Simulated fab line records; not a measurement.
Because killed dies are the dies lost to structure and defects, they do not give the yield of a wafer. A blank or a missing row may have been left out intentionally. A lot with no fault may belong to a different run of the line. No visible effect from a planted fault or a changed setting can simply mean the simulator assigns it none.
What tool caused it? / flow nand-harc / 24 lots with 72 wafers sampled at 6 steps, on a route of 1302 steps

WHAT EACH GAUGE READ, for each wafer
The record holds no reading of a measuring or inspecting step that can be judged against a usual standard deviation.

TOOL THAT RAN EACH LOT (tool first, then ch and the chambers of the sampled wafers, then the start)
lot=L074; NHARC_A_CONTACT_ETCH_111=har-cap-etch-03 ch 0,1, day 21 07:53; NHARC_A_CONTACT_ETCH_113=har-cap-etch-03 ch 0,1, day 21 08:15; NHARC_A_CONTACT_ETCH_118=har-cap-etch-03 ch 0,1, day 21 09:07; NHARC_A_CONTACT_ETCH_124=har-cap-etch-03 ch 0,1, day 21 21:11; NHARC_A_CONTACT_ETCH_91=rie-diel-04 ch 0,2, day 22 00:14; NHARC_A_CONTACT_ETCH_97=rie-diel-04 ch 0,1,3, no start
lot=L075; NHARC_A_CONTACT_ETCH_111=har-cap-etch-02 ch 0,1, day 22 06:03; NHARC_A_CONTACT_ETCH_113=har-cap-etch-02 ch 0,1, day 22 06:26; NHARC_A_CONTACT_ETCH_118=har-cap-etch-02 ch 0,1, day 22 07:17; NHARC_A_CONTACT_ETCH_124=har-cap-etch-03 ch 0,1, day 22 15:59; NHARC_A_CONTACT_ETCH_91=rie-diel-12 ch 0,1,3, day 22 18:22; NHARC_A_CONTACT_ETCH_97=rie-diel-12 ch 0,1,3, no start
lot=L078; NHARC_A_CONTACT_ETCH_111=har-cap-etch-03 ch 0,1, day 22 06:50; NHARC_A_CONTACT_ETCH_113=har-cap-etch-03 ch 0,1, day 22 07:16; NHARC_A_CONTACT_ETCH_118=har-cap-etch-03 ch 0,1, day 22 08:07; NHARC_A_CONTACT_ETCH_124=har-cap-etch-02 ch 0,1, day 22 16:53; NHARC_A_CONTACT_ETCH_91=rie-diel-04 ch 0,2, day 22 19:17; NHARC_A_CONTACT_ETCH_97=rie-diel-04 ch 0,3, no start
lot=L077; NHARC_A_CONTACT_ETCH_111=har-cap-etch-01 ch 0,1, day 22 10:56; NHARC_A_CONTACT_ETCH_113=har-cap-etch-01 ch 0,1, day 22 11:18; NHARC_A_CONTACT_ETCH_118=har-cap-etch-01 ch 0,1, day 22 12:09; NHARC_A_CONTACT_ETCH_124=har-cap-etch-01 ch 0,1, day 22 21:14; NHARC_A_CONTACT_ETCH_91=rie-diel-12 ch 0,2, day 22 23:36; NHARC_A_CONTACT_ETCH_97=rie-diel-12 ch 0,1,3, no start
lot=L079; NHARC_A_CONTACT_ETCH_111=har-cap-etch-01 ch 1, day 23 03:30; NHARC_A_CONTACT_ETCH_113=har-cap-etch-01 ch 1, day 23 03:52; NHARC_A_CONTACT_ETCH_118=har-cap-etch-01 ch 1, day 23 04:44; NHARC_A_CONTACT_ETCH_124=har-cap-etch-01 ch 0, day 23 13:53; NHARC_A_CONTACT_ETCH_91=rie-diel-04 ch 0,3, day 23 16:17; NHARC_A_CONTACT_ETCH_97=rie-diel-04 ch 0,3, day 23 16:31
lot=L076; NHARC_A_CONTACT_ETCH_111=har-cap-etch-02 ch 0,1, day 23 07:48; NHARC_A_CONTACT_ETCH_113=har-cap-etch-02 ch 0,1, day 23 08:10; NHARC_A_CONTACT_ETCH_118=har-cap-etch-02 ch 0,1, day 23 09:01; NHARC_A_CONTACT_ETCH_124=har-cap-etch-02 ch 0,1, day 23 19:22; NHARC_A_CONTACT_ETCH_91=rie-diel-12 ch 0,2,3, day 23 21:46; NHARC_A_CONTACT_ETCH_97=rie-diel-12 ch 0,1,3, no start
lot=L080; NHARC_A_CONTACT_ETCH_111=har-cap-etch-03 ch 0,1, day 23 14:44; NHARC_A_CONTACT_ETCH_113=har-cap-etch-03 ch 0,1, day 23 15:07; NHARC_A_CONTACT_ETCH_118=har-cap-etch-03 ch 0,1, day 23 15:58; NHARC_A_CONTACT_ETCH_124=har-cap-etch-03 ch 0,1, day 24 00:41; NHARC_A_CONTACT_ETCH_91=rie-diel-04 ch 0,1,2, day 24 03:06; NHARC_A_CONTACT_ETCH_97=rie-diel-04 ch 1,2, no start
lot=L082; NHARC_A_CONTACT_ETCH_111=har-cap-etch-03 ch 0,1, day 24 15:55; NHARC_A_CONTACT_ETCH_113=har-cap-etch-03 ch 0,1, day 24 16:17; NHARC_A_CONTACT_ETCH_118=har-cap-etch-03 ch 0,1, day 24 17:08; NHARC_A_CONTACT_ETCH_124=har-cap-etch-01 ch 0,1, day 25 01:52; NHARC_A_CONTACT_ETCH_91=rie-diel-04 ch 0,1, day 25 04:42; NHARC_A_CONTACT_ETCH_97=rie-diel-04 ch 1,3, no start
lot=L081; NHARC_A_CONTACT_ETCH_111=har-cap-etch-02 ch 0,1, day 24 16:21; NHARC_A_CONTACT_ETCH_113=har-cap-etch-02 ch 0,1, day 24 16:43; NHARC_A_CONTACT_ETCH_118=har-cap-etch-02 ch 0,1, day 24 17:34; NHARC_A_CONTACT_ETCH_124=har-cap-etch-03 ch 0,1, day 25 02:51; NHARC_A_CONTACT_ETCH_91=rie-diel-12 ch 2,3, day 25 05:15; NHARC_A_CONTACT_ETCH_97=rie-diel-12 ch 1,2,3, no start
lot=L083; NHARC_A_CONTACT_ETCH_111=har-cap-etch-03 ch 0,1, day 25 13:05; NHARC_A_CONTACT_ETCH_113=har-cap-etch-03 ch 0,1, day 25 13:28; NHARC_A_CONTACT_ETCH_118=har-cap-etch-03 ch 0,1, day 25 14:19; NHARC_A_CONTACT_ETCH_124=har-cap-etch-03 ch 0,1, day 26 02:21; NHARC_A_CONTACT_ETCH_91=rie-diel-04 ch 2,3, day 26 04:44; NHARC_A_CONTACT_ETCH_97=rie-diel-04 ch 0,1, no start
lot=L084; NHARC_A_CONTACT_ETCH_111=har-cap-etch-02 ch 0, day 25 21:22; NHARC_A_CONTACT_ETCH_113=har-cap-etch-02 ch 0, day 25 21:44; NHARC_A_CONTACT_ETCH_118=har-cap-etch-02 ch 0, day 25 22:35; NHARC_A_CONTACT_ETCH_124=har-cap-etch-02 ch 0,1, day 26 07:24; NHARC_A_CONTACT_ETCH_91=rie-diel-04 ch 1,2,3, day 26 10:31; NHARC_A_CONTACT_ETCH_97=rie-diel-04 ch 1,2,3, no start
lot=L085; NHARC_A_CONTACT_ETCH_111=har-cap-etch-01 ch 0,1, day 25 21:35; NHARC_A_CONTACT_ETCH_113=har-cap-etch-01 ch 0,1, day 25 21:57; NHARC_A_CONTACT_ETCH_118=har-cap-etch-01 ch 0,1, day 25 22:49; NHARC_A_CONTACT_ETCH_124=har-cap-etch-01 ch 0,1, day 26 08:25; NHARC_A_CONTACT_ETCH_91=rie-diel-12 ch 0,2,3, day 26 10:51; NHARC_A_CONTACT_ETCH_97=rie-diel-12 ch 0,3, no start
lot=L086; NHARC_A_CONTACT_ETCH_111=har-cap-etch-02 ch 0,1, day 26 19:08; NHARC_A_CONTACT_ETCH_113=har-cap-etch-02 ch 0,1, day 26 19:31; NHARC_A_CONTACT_ETCH_118=har-cap-etch-02 ch 0,1, day 26 20:22; NHARC_A_CONTACT_ETCH_124=har-cap-etch-01 ch 0,1, day 27 06:49; NHARC_A_CONTACT_ETCH_91=rie-diel-12 ch 0,1, day 27 09:13; NHARC_A_CONTACT_ETCH_97=rie-diel-12 ch 0,3, no start
lot=L087; NHARC_A_CONTACT_ETCH_111=har-cap-etch-03 ch 0,1, day 26 21:02; NHARC_A_CONTACT_ETCH_113=har-cap-etch-03 ch 0,1, day 26 21:25; NHARC_A_CONTACT_ETCH_118=har-cap-etch-03 ch 0,1, day 26 22:16; NHARC_A_CONTACT_ETCH_124=har-cap-etch-02 ch 0,1, day 27 07:50; NHARC_A_CONTACT_ETCH_91=rie-diel-12 ch 0,1,3, day 27 10:13; NHARC_A_CONTACT_ETCH_97=rie-diel-12 ch 0,1,3, no start
lot=L089; NHARC_A_CONTACT_ETCH_111=har-cap-etch-01 ch 0,1, day 27 16:04; NHARC_A_CONTACT_ETCH_113=har-cap-etch-01 ch 0,1, day 27 16:26; NHARC_A_CONTACT_ETCH_118=har-cap-etch-01 ch 0,1, day 27 17:31; NHARC_A_CONTACT_ETCH_124=har-cap-etch-02 ch 0,1, day 28 04:22; NHARC_A_CONTACT_ETCH_91=rie-diel-04 ch 0,1,2, day 28 06:46; NHARC_A_CONTACT_ETCH_97=rie-diel-04 ch 1,2,3, no start
lot=L088; NHARC_A_CONTACT_ETCH_111=har-cap-etch-03 ch 0,1, day 27 18:50; NHARC_A_CONTACT_ETCH_113=har-cap-etch-03 ch 0,1, day 27 19:12; NHARC_A_CONTACT_ETCH_118=har-cap-etch-03 ch 0,1, day 27 20:03; NHARC_A_CONTACT_ETCH_124=har-cap-etch-01 ch 0,1, day 28 07:07; NHARC_A_CONTACT_ETCH_91=rie-diel-13 ch 0,2, day 28 09:27; NHARC_A_CONTACT_ETCH_97=rie-diel-13 ch 0,1,2, no start
lot=L091; NHARC_A_CONTACT_ETCH_111=har-cap-etch-01 ch 0,1, day 28 19:22; NHARC_A_CONTACT_ETCH_113=har-cap-etch-01 ch 0,1, day 28 19:44; NHARC_A_CONTACT_ETCH_118=har-cap-etch-01 ch 0,1, day 28 20:35; NHARC_A_CONTACT_ETCH_124=har-cap-etch-01 ch 0,1, day 29 10:41; NHARC_A_CONTACT_ETCH_91=rie-diel-04 ch 1,2,3, day 29 13:05; NHARC_A_CONTACT_ETCH_97=rie-diel-04 ch 0,2,3, no start
lot=L090; NHARC_A_CONTACT_ETCH_111=har-cap-etch-03 ch 0,1, day 28 21:36; NHARC_A_CONTACT_ETCH_113=har-cap-etch-03 ch 0,1, day 28 21:58; NHARC_A_CONTACT_ETCH_118=har-cap-etch-03 ch 0,1, day 28 22:49; NHARC_A_CONTACT_ETCH_124=har-cap-etch-03 ch 0,1, day 29 11:50; NHARC_A_CONTACT_ETCH_91=rie-diel-04 ch 0,2,3, day 29 14:53; NHARC_A_CONTACT_ETCH_97=rie-diel-04 ch 0,2,3, day 29 16:32
lot=L092; NHARC_A_CONTACT_ETCH_111=har-cap-etch-02 ch 0,1, day 29 09:56; NHARC_A_CONTACT_ETCH_113=har-cap-etch-02 ch 0,1, day 29 10:17; NHARC_A_CONTACT_ETCH_118=har-cap-etch-02 ch 0,1, day 29 11:09; NHARC_A_CONTACT_ETCH_124=har-cap-etch-03 ch 0, day 29 21:20; NHARC_A_CONTACT_ETCH_91=rie-diel-04 ch 2,3, day 29 23:46; NHARC_A_CONTACT_ETCH_97=rie-diel-04 ch 0,2,3, day 29 23:55
lot=L095; NHARC_A_CONTACT_ETCH_111=har-cap-etch-02 ch 0,1, day 29 16:30; NHARC_A_CONTACT_ETCH_113=har-cap-etch-02 ch 0,1, day 29 16:52; NHARC_A_CONTACT_ETCH_118=har-cap-etch-02 ch 0,1, day 29 17:43; NHARC_A_CONTACT_ETCH_124=har-cap-etch-03 ch 0,1, day 30 03:46; NHARC_A_CONTACT_ETCH_91=rie-diel-04 ch 2,3, day 30 06:07; NHARC_A_CONTACT_ETCH_97=rie-diel-04 ch 2,3, day 30 06:31
lot=L094; NHARC_A_CONTACT_ETCH_111=har-cap-etch-01 ch 0,1, day 29 18:32; NHARC_A_CONTACT_ETCH_113=har-cap-etch-01 ch 0,1, day 29 18:54; NHARC_A_CONTACT_ETCH_118=har-cap-etch-01 ch 0,1, day 29 19:45; NHARC_A_CONTACT_ETCH_124=har-cap-etch-02 ch 0,1, day 30 04:37; NHARC_A_CONTACT_ETCH_91=rie-diel-12 ch 0,1, day 30 07:45; NHARC_A_CONTACT_ETCH_97=rie-diel-12 ch 1,2,3, no start
lot=L093; NHARC_A_CONTACT_ETCH_111=har-cap-etch-03 ch 0,1, day 30 08:11; NHARC_A_CONTACT_ETCH_113=har-cap-etch-03 ch 0,1, day 30 08:33; NHARC_A_CONTACT_ETCH_118=har-cap-etch-03 ch 0,1, day 30 09:24; NHARC_A_CONTACT_ETCH_124=har-cap-etch-01 ch 0,1, day 30 22:31; NHARC_A_CONTACT_ETCH_91=rie-diel-13 ch 0,2,3, day 31 00:57; NHARC_A_CONTACT_ETCH_97=rie-diel-13 ch 0,1, no start
lot=L096; NHARC_A_CONTACT_ETCH_111=har-cap-etch-02 ch 0,1, day 30 08:16; NHARC_A_CONTACT_ETCH_113=har-cap-etch-02 ch 0,1, day 30 08:38; NHARC_A_CONTACT_ETCH_118=har-cap-etch-02 ch 0,1, day 30 09:29; NHARC_A_CONTACT_ETCH_124=har-cap-etch-02 ch 0,1, day 30 21:01; NHARC_A_CONTACT_ETCH_91=rie-diel-04 ch 0,1,2, day 30 23:26; NHARC_A_CONTACT_ETCH_97=rie-diel-04 ch 2,3, no start
lot=L097; NHARC_A_CONTACT_ETCH_111=har-cap-etch-03 ch 0,1, day 31 01:37; NHARC_A_CONTACT_ETCH_113=har-cap-etch-03 ch 0,1, day 31 01:59; NHARC_A_CONTACT_ETCH_118=har-cap-etch-03 ch 0,1, day 31 02:50; NHARC_A_CONTACT_ETCH_124=har-cap-etch-03 ch 0,1, day 31 11:28; NHARC_A_CONTACT_ETCH_91=rie-diel-04 ch 1,2,3, day 31 13:53; NHARC_A_CONTACT_ETCH_97=rie-diel-04 ch 1,2, no start
- NHARC_A_CONTACT_ETCH_111: etches the open film in C4F8/O2/Ar, time 140 s, target depth 700 nm.
- NHARC_A_CONTACT_ETCH_113: etches the open film in C4F8/O2/Ar, time 190 s, target depth 1850 nm.
- NHARC_A_CONTACT_ETCH_118: etches the open film in C4F8/O2/Ar, time 190 s, target depth 1850 nm.
- NHARC_A_CONTACT_ETCH_124: etches the open film in C4F8/O2/Ar, time 140 s, target depth 700 nm.
- NHARC_A_CONTACT_ETCH_91: etches the open film in CH3F/O2, target depth 40 nm, time 85.7 s.
- NHARC_A_CONTACT_ETCH_97: etches the open film in C4F6/O2, target depth 20 nm, time 10 s.

WHAT THE TOOLS THEMSELVES READ (means of the sampled wafers that have a number; where no wafer has one, the mark that the record gives instead)
NHARC_A_CONTACT_ETCH_91. Usual: drypump-motor-current-A 5.8 A, standard deviation 0.67; oes-product-au 0.95 a.u., standard deviation 0.033; rf-vpp-V 244.7 V, standard deviation 1.7; showerhead-plenum-p-Torr 2.49 Torr, standard deviation 0.11; throttle-valve-pct 20.663 %, standard deviation 0.0092.
lot=L074; tool=rie-diel-04; drypump-motor-current-A (A)=6.1; oes-product-au (a.u.)=1.00; rf-vpp-V (V)=244.2; showerhead-plenum-p-Torr (Torr)=2.46; throttle-valve-pct (%)=20.670; flag=
lot=L075; tool=rie-diel-12; drypump-motor-current-A (A)=5.4; oes-product-au (a.u.)=0.92; rf-vpp-V (V)=245.0; showerhead-plenum-p-Torr (Torr)=2.55; throttle-valve-pct (%)=20.668; flag=
lot=L078; tool=rie-diel-04; drypump-motor-current-A (A)=6.1; oes-product-au (a.u.)=0.93; rf-vpp-V (V)=244.6; showerhead-plenum-p-Torr (Torr)=2.46; throttle-valve-pct (%)=20.656; flag=
lot=L077; tool=rie-diel-12; drypump-motor-current-A (A)=6.0; oes-product-au (a.u.)=0.93; rf-vpp-V (V)=244.3; showerhead-plenum-p-Torr (Torr)=2.44; throttle-valve-pct (%)=20.656; flag=
lot=L079; tool=rie-diel-04; drypump-motor-current-A (A)=6.4; oes-product-au (a.u.)=1.01; rf-vpp-V (V)=246.3; showerhead-plenum-p-Torr (Torr)=2.54; throttle-valve-pct (%)=20.663; flag=
lot=L076; tool=rie-diel-12; drypump-motor-current-A (A)=5.9; oes-product-au (a.u.)=0.92; rf-vpp-V (V)=244.9; showerhead-plenum-p-Torr (Torr)=2.52; throttle-valve-pct (%)=20.674; flag=
lot=L080; tool=rie-diel-04; drypump-motor-current-A (A)=5.9; oes-product-au (a.u.)=0.93; rf-vpp-V (V)=245.3; showerhead-plenum-p-Torr (Torr)=2.55; throttle-valve-pct (%)=20.665; flag=
lot=L082; tool=rie-diel-04; drypump-motor-current-A (A)=5.7; oes-product-au (a.u.)=0.94; rf-vpp-V (V)=244.9; showerhead-plenum-p-Torr (Torr)=2.51; throttle-valve-pct (%)=20.667; flag=
lot=L081; tool=rie-diel-12; drypump-motor-current-A (A)=6.4; oes-product-au (a.u.)=0.92; rf-vpp-V (V)=243.8; showerhead-plenum-p-Torr (Torr)=2.41; throttle-valve-pct (%)=20.670; flag=
lot=L083; tool=rie-diel-04; drypump-motor-current-A (A)=5.9; oes-product-au (a.u.)=1.00; rf-vpp-V (V)=245.3; showerhead-plenum-p-Torr (Torr)=2.53; throttle-valve-pct (%)=20.669; flag=
lot=L084; tool=rie-diel-04; drypump-motor-current-A (A)=5.7; oes-product-au (a.u.)=0.93; rf-vpp-V (V)=245.2; showerhead-plenum-p-Torr (Torr)=2.49; throttle-valve-pct (%)=20.672; flag=
lot=L085; tool=rie-diel-12; drypump-motor-current-A (A)=5.9; oes-product-au (a.u.)=0.93; rf-vpp-V (V)=245.4; showerhead-plenum-p-Torr (Torr)=2.51; throttle-valve-pct (%)=20.672; flag=
lot=L086; tool=rie-diel-12; drypump-motor-current-A (A)=4.9; oes-product-au (a.u.)=1.00; rf-vpp-V (V)=244.1; showerhead-plenum-p-Torr (Torr)=2.48; throttle-valve-pct (%)=20.663; flag=
lot=L087; tool=rie-diel-12; drypump-motor-current-A (A)=5.4; oes-product-au (a.u.)=1.01; rf-vpp-V (V)=244.9; showerhead-plenum-p-Torr (Torr)=2.54; throttle-valve-pct (%)=20.664; flag=
lot=L089; tool=rie-diel-04; drypump-motor-current-A (A)=5.9; oes-product-au (a.u.)=0.92; rf-vpp-V (V)=245.8; showerhead-plenum-p-Torr (Torr)=2.54; throttle-valve-pct (%)=20.658; flag=
lot=L088; tool=rie-diel-13; drypump-motor-current-A (A)=6.0; oes-product-au (a.u.)=0.93; rf-vpp-V (V)=242.0; showerhead-plenum-p-Torr (Torr)=2.31; throttle-valve-pct (%)=20.665; flag=
lot=L091; tool=rie-diel-04; drypump-motor-current-A (A)=5.7; oes-product-au (a.u.)=0.93; rf-vpp-V (V)=245.0; showerhead-plenum-p-Torr (Torr)=2.48; throttle-valve-pct (%)=20.662; flag=
lot=L090; tool=rie-diel-04; drypump-motor-current-A (A)=6.2; oes-product-au (a.u.)=0.93; rf-vpp-V (V)=246.1; showerhead-plenum-p-Torr (Torr)=2.56; throttle-valve-pct (%)=20.662; flag=
lot=L092; tool=rie-diel-04; drypump-motor-current-A (A)=6.1; oes-product-au (a.u.)=0.93; rf-vpp-V (V)=244.8; showerhead-plenum-p-Torr (Torr)=2.50; throttle-valve-pct (%)=20.656; flag=
lot=L095; tool=rie-diel-04; drypump-motor-current-A (A)=5.9; oes-product-au (a.u.)=0.93; rf-vpp-V (V)=245.5; showerhead-plenum-p-Torr (Torr)=2.52; throttle-valve-pct (%)=20.661; flag=
lot=L094; tool=rie-diel-12; drypump-motor-current-A (A)=4.9; oes-product-au (a.u.)=0.93; rf-vpp-V (V)=243.9; showerhead-plenum-p-Torr (Torr)=2.47; throttle-valve-pct (%)=20.657; flag=
lot=L093; tool=rie-diel-13; drypump-motor-current-A (A)=5.7; oes-product-au (a.u.)=1.00; rf-vpp-V (V)=243.1; showerhead-plenum-p-Torr (Torr)=2.37; throttle-valve-pct (%)=20.665; flag=
lot=L096; tool=rie-diel-04; drypump-motor-current-A (A)=5.9; oes-product-au (a.u.)=1.00; rf-vpp-V (V)=245.8; showerhead-plenum-p-Torr (Torr)=2.54; throttle-valve-pct (%)=20.655; flag=
lot=L097; tool=rie-diel-04; drypump-motor-current-A (A)=5.7; oes-product-au (a.u.)=0.94; rf-vpp-V (V)=245.1; showerhead-plenum-p-Torr (Torr)=2.48; throttle-valve-pct (%)=20.664; flag=

NHARC_A_CONTACT_ETCH_97. Usual: drypump-motor-current-A 5.9 A, standard deviation 0.68; oes-product-au 0.964 a.u., standard deviation 0.027; rf-vpp-V 548 V, standard deviation 3.7; showerhead-plenum-p-Torr 3.98 Torr, standard deviation 0.17; throttle-valve-pct 26.903 %, standard deviation 0.0092.
lot=L074; tool=rie-diel-04; drypump-motor-current-A (A)=6.1; oes-product-au (a.u.)=0.998; rf-vpp-V (V)=545; showerhead-plenum-p-Torr (Torr)=3.83; throttle-valve-pct (%)=26.902; flag=
lot=L075; tool=rie-diel-12; drypump-motor-current-A (A)=5.4; oes-product-au (a.u.)=0.945; rf-vpp-V (V)=549; showerhead-plenum-p-Torr (Torr)=4.06; throttle-valve-pct (%)=26.903; flag=
lot=L078; tool=rie-diel-04; drypump-motor-current-A (A)=6.6; oes-product-au (a.u.)=0.953; rf-vpp-V (V)=543; showerhead-plenum-p-Torr (Torr)=3.74; throttle-valve-pct (%)=26.902; flag=
lot=L077; tool=rie-diel-12; drypump-motor-current-A (A)=5.4; oes-product-au (a.u.)=0.944; rf-vpp-V (V)=550; showerhead-plenum-p-Torr (Torr)=4.06; throttle-valve-pct (%)=26.907; flag=
lot=L079; tool=rie-diel-04; drypump-motor-current-A (A)=6.5; oes-product-au (a.u.)=1.004; rf-vpp-V (V)=549; showerhead-plenum-p-Torr (Torr)=4.04; throttle-valve-pct (%)=26.921; flag=
lot=L076; tool=rie-diel-12; drypump-motor-current-A (A)=5.4; oes-product-au (a.u.)=0.942; rf-vpp-V (V)=550; showerhead-plenum-p-Torr (Torr)=4.06; throttle-valve-pct (%)=26.911; flag=
lot=L080; tool=rie-diel-04; drypump-motor-current-A (A)=5.3; oes-product-au (a.u.)=0.958; rf-vpp-V (V)=547; showerhead-plenum-p-Torr (Torr)=3.94; throttle-valve-pct (%)=26.894; flag=
lot=L082; tool=rie-diel-04; drypump-motor-current-A (A)=5.9; oes-product-au (a.u.)=0.941; rf-vpp-V (V)=546; showerhead-plenum-p-Torr (Torr)=3.93; throttle-valve-pct (%)=26.892; flag=
lot=L081; tool=rie-diel-12; drypump-motor-current-A (A)=5.8; oes-product-au (a.u.)=0.948; rf-vpp-V (V)=546; showerhead-plenum-p-Torr (Torr)=3.89; throttle-valve-pct (%)=26.913; flag=
lot=L083; tool=rie-diel-04; drypump-motor-current-A (A)=6.2; oes-product-au (a.u.)=1.006; rf-vpp-V (V)=551; showerhead-plenum-p-Torr (Torr)=4.11; throttle-valve-pct (%)=26.901; flag=
lot=L084; tool=rie-diel-04; drypump-motor-current-A (A)=5.7; oes-product-au (a.u.)=0.946; rf-vpp-V (V)=548; showerhead-plenum-p-Torr (Torr)=3.97; throttle-valve-pct (%)=26.897; flag=
lot=L085; tool=rie-diel-12; drypump-motor-current-A (A)=5.9; oes-product-au (a.u.)=0.969; rf-vpp-V (V)=552; showerhead-plenum-p-Torr (Torr)=4.13; throttle-valve-pct (%)=26.903; flag=
lot=L086; tool=rie-diel-12; drypump-motor-current-A (A)=5.9; oes-product-au (a.u.)=1.003; rf-vpp-V (V)=551; showerhead-plenum-p-Torr (Torr)=4.12; throttle-valve-pct (%)=26.902; flag=
lot=L087; tool=rie-diel-12; drypump-motor-current-A (A)=5.4; oes-product-au (a.u.)=1.001; rf-vpp-V (V)=548; showerhead-plenum-p-Torr (Torr)=4.04; throttle-valve-pct (%)=26.893; flag=
lot=L089; tool=rie-diel-04; drypump-motor-current-A (A)=5.7; oes-product-au (a.u.)=0.948; rf-vpp-V (V)=548; showerhead-plenum-p-Torr (Torr)=3.96; throttle-valve-pct (%)=26.901; flag=
lot=L088; tool=rie-diel-13; drypump-motor-current-A (A)=5.8; oes-product-au (a.u.)=0.939; rf-vpp-V (V)=542; showerhead-plenum-p-Torr (Torr)=3.74; throttle-valve-pct (%)=26.909; flag=
lot=L091; tool=rie-diel-04; drypump-motor-current-A (A)=6.3; oes-product-au (a.u.)=0.970; rf-vpp-V (V)=550; showerhead-plenum-p-Torr (Torr)=4.07; throttle-valve-pct (%)=26.912; flag=
lot=L090; tool=rie-diel-04; drypump-motor-current-A (A)=6.3; oes-product-au (a.u.)=0.931; rf-vpp-V (V)=550; showerhead-plenum-p-Torr (Torr)=4.07; throttle-valve-pct (%)=26.904; flag=
lot=L092; tool=rie-diel-04; drypump-motor-current-A (A)=6.3; oes-product-au (a.u.)=0.948; rf-vpp-V (V)=550; showerhead-plenum-p-Torr (Torr)=4.07; throttle-valve-pct (%)=26.894; flag=
lot=L095; tool=rie-diel-04; drypump-motor-current-A (A)=6.0; oes-product-au (a.u.)=0.972; rf-vpp-V (V)=547; showerhead-plenum-p-Torr (Torr)=3.98; throttle-valve-pct (%)=26.897; flag=
lot=L094; tool=rie-diel-12; drypump-motor-current-A (A)=5.8; oes-product-au (a.u.)=0.947; rf-vpp-V (V)=546; showerhead-plenum-p-Torr (Torr)=3.87; throttle-valve-pct (%)=26.904; flag=
lot=L093; tool=rie-diel-13; drypump-motor-current-A (A)=6.1; oes-product-au (a.u.)=0.999; rf-vpp-V (V)=542; showerhead-plenum-p-Torr (Torr)=3.73; throttle-valve-pct (%)=26.902; flag=
lot=L096; tool=rie-diel-04; drypump-motor-current-A (A)=5.9; oes-product-au (a.u.)=1.004; rf-vpp-V (V)=549; showerhead-plenum-p-Torr (Torr)=4.02; throttle-valve-pct (%)=26.900; flag=
lot=L097; tool=rie-diel-04; drypump-motor-current-A (A)=5.5; oes-product-au (a.u.)=0.946; rf-vpp-V (V)=549; showerhead-plenum-p-Torr (Torr)=3.99; throttle-valve-pct (%)=26.897; flag=

THE ANSWER, worked out from the rows above alone
Rule: lot off if the mean of its wafers having a number is beyond 3 standard deviations from the usual mean. A lot without any number at a reading at which 4 lots or more have one is off too. All remaining lots with rows at the step are treated as sound. After the gauges, taken in route order, come the tools' own readings; for these a lot's mean is taken, as printed above. At the first step where some lot is off, the reading lying furthest off is the one used; lots without a number count as furthest.
No lot is off at any reading shown: from this, nothing can be told.

WHAT WAS PUT IN BY THE SIMULATOR
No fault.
